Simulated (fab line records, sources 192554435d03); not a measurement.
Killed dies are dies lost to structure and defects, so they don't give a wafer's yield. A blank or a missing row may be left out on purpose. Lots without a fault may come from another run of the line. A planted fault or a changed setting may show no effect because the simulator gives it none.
A struck lot beside a sound one | flow n5_finfet | 16 steps out of a route of 1938
Sound: wafers L884.2, L884.4, L884.6. Struck: wafer L892.4. (L892.1, L892.5 of the same lot were not struck and are left out.) The cause comes at the end.
At each step with rows: each side's tool, then ch and its chambers, then its first start. Under that, the readings that differ: sound wafers | struck wafers | difference of the means | sigmas: that difference in standard deviations of wafers without a fault.
alike: readings whose means differ by less than 2 such deviations, and words and numbers that are the same on both sides. not compared: withheld readings, readings that some wafer has no value for, bounds like >300 that may hide the same value, and numbers for which the record gives no deviation and whose values overlap.
The two part at a step that has a row with sigmas, a row that says differs or no value, or rows on one side only. Numbers that don't overlap but have no deviation are shown without sigmas and don't part them. A reading that every wafer of one side lacks parts them only if that side has two wafers or more.

N5_BEOL_M2_DESCUM_16: chemistry O2, time 7 s.
  sound on rie_diel-01 ch 0,2, day 7 02:38; struck on rie_diel-01 ch 3, day 8 20:43
  alike: drypump_motor_current_A, oes_product_au, rf_vpp_V, showerhead_plenum_p_Torr, throttle_valve_pct
  not compared: rf_hours_counter_h
N5_BEOL_M2_ETCH_74: etches underlayer in N2/H2, target depth 6.5 nm, time 5.2 s.
  sound on rie_diel-01 ch 0,2, day 7 02:40; struck on rie_diel-01 ch 3, day 8 20:44
  alike: drypump_motor_current_A, etch_rf_on_time_s, oes_product_au, rf_vpp_V, showerhead_plenum_p_Torr, throttle_valve_pct
  not compared: rf_hours_counter_h
then, 1 step without rows for these wafers: N5_BEOL_M2_ETCH_63 (etches SiARC in CF4, target depth 15.6 nm, time 26 s).
N5_BEOL_M2_ETCH_64: etches SOC in N2/H2, target depth 75 nm, overetch 22.5 nm, time 121.9 s.
  sound on rie_diel-01 ch 0,2, day 7 02:43; struck on rie_diel-01 ch 3, day 8 20:47
  alike: drypump_motor_current_A, oes_product_au, rf_vpp_V, showerhead_plenum_p_Torr, throttle_valve_pct
  not compared: rf_hours_counter_h
then, 2 steps without rows for these wafers: N5_BEOL_M2_STRIP_65 (strips in N2/H2); N5_BEOL_M2_STRIP_75 (strips in N2/H2).
N5_BEOL_M2_STRIP_66: strips in CF4.
  sound on rie_diel-01 ch 0,2, day 7 02:50; struck on rie_diel-01 ch 3, day 8 20:55
  alike: drypump_motor_current_A, oes_product_au, rf_vpp_V, showerhead_plenum_p_Torr, throttle_valve_pct
  not compared: rf_hours_counter_h
N5_BEOL_M2_HM_OPEN_17: chemistry Cl2/BCl3, target TiN, target depth 20 nm, overetch 6 nm.
  sound on rie_metal-03 ch 0, day 7 02:55; struck on rie_metal-02 ch 1, day 8 20:58
  reading               | sound             | struck | difference | sigmas
  bcl3_flow_sccm (sccm) | 21.76 21.73 21.78 | 21.56  | -0.20      | -3
  alike: drypump_motor_current_A, mfc_cl2_sccm, oes_product_au, throttle_valve_pct
  not compared: rf_hours_counter_h
then, 1 step without rows for these wafers: N5_BEOL_M2_STRIP_19 (strips in O2).
N5_BEOL_M2_CD_MEAS_18: pitch 36 nm, target cd 18 nm.
  sound on cd_sem-01, day 7 03:17; struck on cd_sem-01, day 8 21:10
  alike: cd_nm
then, 2 steps without rows for these wafers: N5_BEOL_M2_COAT_67 (time 60 s, resist thk 60 nm); N5_BEOL_M2_COAT_68 (time 60 s, resist thk 12 nm).
N5_BEOL_M2_COAT_76: time 60 s, resist thk 5 nm.
  sound on litho_track-03 ch 0, day 7 03:20; struck on litho_track-03 ch 0, day 8 21:13
  reading                  | sound             | struck | difference | sigmas
  heater_power_total_W (W) | 391.0 390.0 391.7 | 423.3  | +32.4      | +25
  run_length_s (s)         | 66.37 66.48 66.37 | 59.84  | -6.57      | -25
then, 1 step without rows for these wafers: N5_BEOL_M2_COAT_22 (resist thk 30 nm).
N5_BEOL_M4_RC_MEAS_101:
  sound on prober-02 ch 0, day 8 09:34; struck on prober-01 ch 0, day 10 08:47
  alike: DIBL_N, DIBL_P, IOFF_N, IOFF_P, ION_N, ION_P, SS_N, SS_P, VT_N, VT_P
-- the record jumps here: 4 days lie between the struck wafers' starts before and after (it left off in module BEOL_M4 and takes up again in module PASSIVATION, whose first step shown is number 1936 of the route) --
N5_PASSIVATION_PROBE_49:
  sound on prober-01, day 12 10:43; struck on prober-01, day 14 13:38
  alike: defect_limited_yield, killed_at_M0_to_M3, killed_at_M4_up, killed_at_contacts, killed_at_front_end, killed_at_other, killed_dies, killed_on_rim, killed_open, killed_short, sort_bin_5_function, sort_bin_6_memory, sort_n_pass, sort_yield_pct

WHERE THEY PART
First at N5_BEOL_M2_HM_OPEN_17; last, within this record, at N5_BEOL_M2_COAT_76. Later steps at which nothing parts them and some readings are alike: N5_BEOL_M4_RC_MEAS_101, N5_PASSIVATION_PROBE_49.

WHY: what the simulator had put in
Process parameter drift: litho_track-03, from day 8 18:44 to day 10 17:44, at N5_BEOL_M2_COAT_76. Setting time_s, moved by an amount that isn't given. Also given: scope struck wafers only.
